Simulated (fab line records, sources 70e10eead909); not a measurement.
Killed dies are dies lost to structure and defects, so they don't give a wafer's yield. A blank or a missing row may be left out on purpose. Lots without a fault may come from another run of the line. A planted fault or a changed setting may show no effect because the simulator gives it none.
Chamber matching | flow nand_harc | NHARC_P_M0_ETCH_34 on rie_diel-09: 4 sister chambers
The step etches the open film in N2/H2, target depth 40 nm, overetch 12 nm, time 43.94 s. 8 wafers are shown with their chamber, then 7 later ones without.

WAFERS WITH THEIR CHAMBER
wafer  | chamber | drypump_motor_current_A (A) | rf_vpp_V (V)
L467.3 | 3       | 5.7                         | 430
L467.5 | 0       | 5.2                         | 433
L467.6 | 1       | 6.4                         | 428
L468.2 | 3       | 5.7                         | 430
L468.3 | 0       | 5.2                         | 435
L471.4 | 1       | 6.3                         | 428
L472.3 | 2       | 6.0                         | 426
L472.5 | 2       | 6.0                         | 426

WAFERS WITHOUT THEIR CHAMBER
wafer  | drypump_motor_current_A (A) | rf_vpp_V (V)
L472.6 | 6.4                         | 428
L473.1 | 5.7                         | 430
L473.3 | 5.2                         | 434
L473.4 | 6.0                         | 427
L481.3 | 6.3                         | 429
L481.5 | 6.0                         | 426
L481.6 | 6.4                         | 427

WHICH CHAMBER EACH WENT THROUGH
wafer  | from the rows above | in truth
L472.6 | 1                   | 1
L473.1 | 3                   | 3
L473.3 | 0                   | 0
L473.4 | 2                   | 2
L481.3 | 1                   | 1
L481.5 | 2                   | 2
L481.6 | 1                   | 1
Placed correctly: 7 of 7. Can't be placed from these rows: 0. Placed wrongly: 0.
How it was worked out, from the rows above alone: a wafer's distance from a chamber is the root of the sum, over the readings, of the square of ((its reading less the chamber's mean) divided by the reading's scatter). The wafer belongs to the nearest chamber; if the next one is less than 2 further off, it can't be placed. A chamber's mean is the mean of its shown wafers. The scatter: the root of (the sum of the squares of (reading less its chamber's mean) over the shown wafers, divided by (wafers less chambers)).
